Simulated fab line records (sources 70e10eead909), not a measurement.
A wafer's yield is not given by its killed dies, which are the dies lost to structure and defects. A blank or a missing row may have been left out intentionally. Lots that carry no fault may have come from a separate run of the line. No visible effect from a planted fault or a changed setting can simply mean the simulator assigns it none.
The tool behind it: which one? + flow nand_harc + 14 lots, 41 wafers sampled, at 4 steps of a route of 1302

== WHAT EACH GAUGE READ, for each wafer ==
No reading from a measuring or inspecting step in the record can be judged against a usual standard deviation.

== TOOL THAT RAN EACH LOT (tool first, then ch and the chambers of the sampled wafers, then the start) ==
| lot  | NHARC_A_M1_DEP_33               | NHARC_A_BONDPAD_CMP_29        | NHARC_A_BONDPAD_PRE_CLEAN_26            | NHARC_THIN_TSV_ETCH_59            |
|------|---------------------------------|-------------------------------|-----------------------------------------|-----------------------------------|
| L188 | pecvd-03 ch 0,1,2, day 23 10:38 | cmp-04 ch 0,1,3, day 23 11:37 | pvd_sputter-02, day 24 09:35 or earlier | rie_metal-02 ch 0,1, day 24 09:35 |
| L187 | pecvd-03 ch 0,1,2, day 23 11:09 | cmp-02 ch 0,1, day 23 12:01   | pvd_sputter-03, day 24 10:58 or earlier | rie_metal-03 ch 0,1, day 24 10:58 |
| L186 | pecvd-02 ch 0,1,2, day 23 12:22 | cmp-04 ch 0,2,3, day 23 13:19 | pvd_sputter-02, day 24 12:01 or earlier | rie_metal-01 ch 0,1, day 24 12:01 |
| L189 | pecvd-02 ch 0,1, day 24 02:20   | cmp-04 ch 1,2,3, day 24 03:15 | pvd_sputter-02, day 25 02:32 or earlier | rie_metal-02 ch 0,1, day 25 02:32 |
| L191 | pecvd-03 ch 0,2, day 25 13:32   | cmp-02 ch 0,1,2, day 25 14:32 | pvd_sputter-01, day 26 15:50 or earlier | rie_metal-01 ch 0,1, day 26 15:50 |
| L194 | pecvd-03 ch 0,2, day 25 19:41   | cmp-04 ch 1,2,3, day 25 20:37 | pvd_sputter-03, day 26 16:53 or earlier | rie_metal-02 ch 0,1, day 26 16:53 |
| L192 | pecvd-03 ch 1,2, day 25 22:34   | cmp-02 ch 0,1, day 25 23:26   | pvd_sputter-02, day 26 21:40 or earlier | rie_metal-03 ch 0,1, day 26 21:40 |
| L197 | pecvd-03 ch 0,1, day 27 07:08   | cmp-04 ch 0,1,3, day 27 08:07 | pvd_sputter-03, day 28 07:56 or earlier | rie_metal-01 ch 0,1, day 28 07:56 |
| L196 | pecvd-01 ch 0,1, day 27 10:59   | cmp-04 ch 0,3, day 27 11:56   | pvd_sputter-03, day 28 06:55 or earlier | rie_metal-02 ch 0,1, day 28 06:55 |
| L202 | pecvd-03 ch 0,1,2, day 29 03:37 | cmp-04 ch 0,2,3, day 29 04:35 | pvd_sputter-01, day 30 02:47 or earlier | rie_metal-01 ch 0,1, day 30 02:47 |
| L203 | pecvd-02 ch 0,2, day 29 06:46   | cmp-03 ch 1,2, day 29 07:38   | pvd_sputter-03, day 30 04:04 or earlier | rie_metal-02 ch 1, day 30 04:04   |
| L199 | pecvd-03 ch 0,1,2, day 29 08:05 | cmp-02 ch 1,2,3, day 29 09:04 | pvd_sputter-01, day 30 07:49 or earlier | rie_metal-02 ch 0,1, day 30 07:49 |
| L208 | pecvd-03 ch 0,1,2, day 32 21:43 | cmp-04 ch 0,1,3, day 32 22:40 | pvd_sputter-02, day 34 00:01 or earlier | rie_metal-03 ch 0,1, day 34 00:01 |
| L209 | pecvd-03 ch 1,2, day 32 23:10   | cmp-04 ch 0,1,2, day 33 00:07 | pvd_sputter-03, day 33 22:46 or earlier | rie_metal-02 ch 0,1, day 33 22:46 |
- NHARC_A_M1_DEP_33: deposits SiCN, target thk 30 nm.
- NHARC_A_BONDPAD_CMP_29: polishes SiCN, target thk 200 nm.
- NHARC_A_BONDPAD_PRE_CLEAN_26: time 30 s.
- NHARC_THIN_TSV_ETCH_59: etches the open film in Cl2/BCl3, target depth 880 nm, time 138.1 s.

== AS READ BY THE TOOLS THEMSELVES (means over the sampled wafers that have a number; for cases with no such wafer, the mark the record gives instead) ==
NHARC_A_M1_DEP_33.
| lot  | tool     | heater_power_w (W) |
|------|----------|--------------------|
| L188 | pecvd-03 | 527                |
| L187 | pecvd-03 | 540                |
| L186 | pecvd-02 | 589                |
| L189 | pecvd-02 | 601                |
| L191 | pecvd-03 | 572                |
| L194 | pecvd-03 | 496                |
| L192 | pecvd-03 | 552                |
| L197 | pecvd-03 | 506                |
| L196 | pecvd-01 | 643                |
| L202 | pecvd-03 | 531                |
| L203 | pecvd-02 | 564                |
| L199 | pecvd-03 | 558                |
| L208 | pecvd-03 | 534                |
| L209 | pecvd-03 | 502                |

NHARC_A_BONDPAD_CMP_29.
| lot  | tool   | motor_current_A (A) |
|------|--------|---------------------|
| L188 | cmp-04 | 11.2                |
| L187 | cmp-02 | 12.5                |
| L186 | cmp-04 | 11.1                |
| L189 | cmp-04 | 12.6                |
| L191 | cmp-02 | 11.6                |
| L194 | cmp-04 | 12.1                |
| L192 | cmp-02 | 12.2                |
| L197 | cmp-04 | 11.2                |
| L196 | cmp-04 | 10.3                |
| L202 | cmp-04 | 11.0                |
| L203 | cmp-03 | 11.3                |
| L199 | cmp-02 | 11.5                |
| L208 | cmp-04 | 11.2                |
| L209 | cmp-04 | 11.9                |

NHARC_A_BONDPAD_PRE_CLEAN_26.
| lot  | tool           | heater_power_w (W) |
|------|----------------|--------------------|
| L188 | pvd_sputter-02 | 422                |
| L187 | pvd_sputter-03 | 442                |
| L186 | pvd_sputter-02 | 367                |
| L189 | pvd_sputter-02 | 382                |
| L191 | pvd_sputter-01 | 435                |
| L194 | pvd_sputter-03 | 465                |
| L192 | pvd_sputter-02 | 408                |
| L197 | pvd_sputter-03 | 398                |
| L196 | pvd_sputter-03 | 433                |
| L202 | pvd_sputter-01 | 378                |
| L203 | pvd_sputter-03 | 430                |
| L199 | pvd_sputter-01 | 400                |
| L208 | pvd_sputter-02 | 458                |
| L209 | pvd_sputter-03 | 410                |

NHARC_THIN_TSV_ETCH_59.
| lot  | tool         | drypump_motor_current_A (A) | oes_product_au (a.u.) | throttle_valve_pct (%) |
|------|--------------|-----------------------------|-----------------------|------------------------|
| L188 | rie_metal-02 | 5.8                         | 1.006                 | 22.259                 |
| L187 | rie_metal-03 | 5.9                         | 0.985                 | 22.266                 |
| L186 | rie_metal-01 | 6.4                         | 0.996                 | 22.259                 |
| L189 | rie_metal-02 | 5.8                         | 1.000                 | 22.266                 |
| L191 | rie_metal-01 | 6.3                         | 0.995                 | 22.260                 |
| L194 | rie_metal-02 | 5.8                         | 1.005                 | 22.271                 |
| L192 | rie_metal-03 | 5.9                         | 0.994                 | 22.268                 |
| L197 | rie_metal-01 | 6.4                         | 0.988                 | 22.262                 |
| L196 | rie_metal-02 | 5.6                         | 1.015                 | 22.259                 |
| L202 | rie_metal-01 | 6.4                         | 0.993                 | 22.273                 |
| L203 | rie_metal-02 | 5.4                         | 0.984                 | 22.265                 |
| L199 | rie_metal-02 | 5.7                         | 0.970                 | 22.269                 |
| L208 | rie_metal-03 | 5.8                         | 1.002                 | 22.269                 |
| L209 | rie_metal-02 | 5.6                         | 1.003                 | 22.263                 |

== THE ANSWER, worked out from the rows above alone ==
Rule: what is usual is taken from the lots themselves. The widest of any qualifying gaps counts: lots, ordered by their means at a reading, are off when they make up no more than a third of the lots, leave a main group of 4 or more, and stand apart from it by 3 or more times the standard deviation of that group's means. A main group is skipped when, at the precision printed for the reading in the tables above, its means are all equal. Also off: a lot with no number at a reading for which 4 or more lots have one. Any other lot the step has rows for is counted as sound. The gauges are gone through in route order, then the tools' own readings, and for those a lot's mean is taken as printed above. The first step at which some lot is off is used, and at that step the reading that is off furthest; a lot without a number counts as furthest.
No lot is off at any reading shown: from this, nothing can be told.

== WHAT THE SIMULATOR HAD PUT IN ==
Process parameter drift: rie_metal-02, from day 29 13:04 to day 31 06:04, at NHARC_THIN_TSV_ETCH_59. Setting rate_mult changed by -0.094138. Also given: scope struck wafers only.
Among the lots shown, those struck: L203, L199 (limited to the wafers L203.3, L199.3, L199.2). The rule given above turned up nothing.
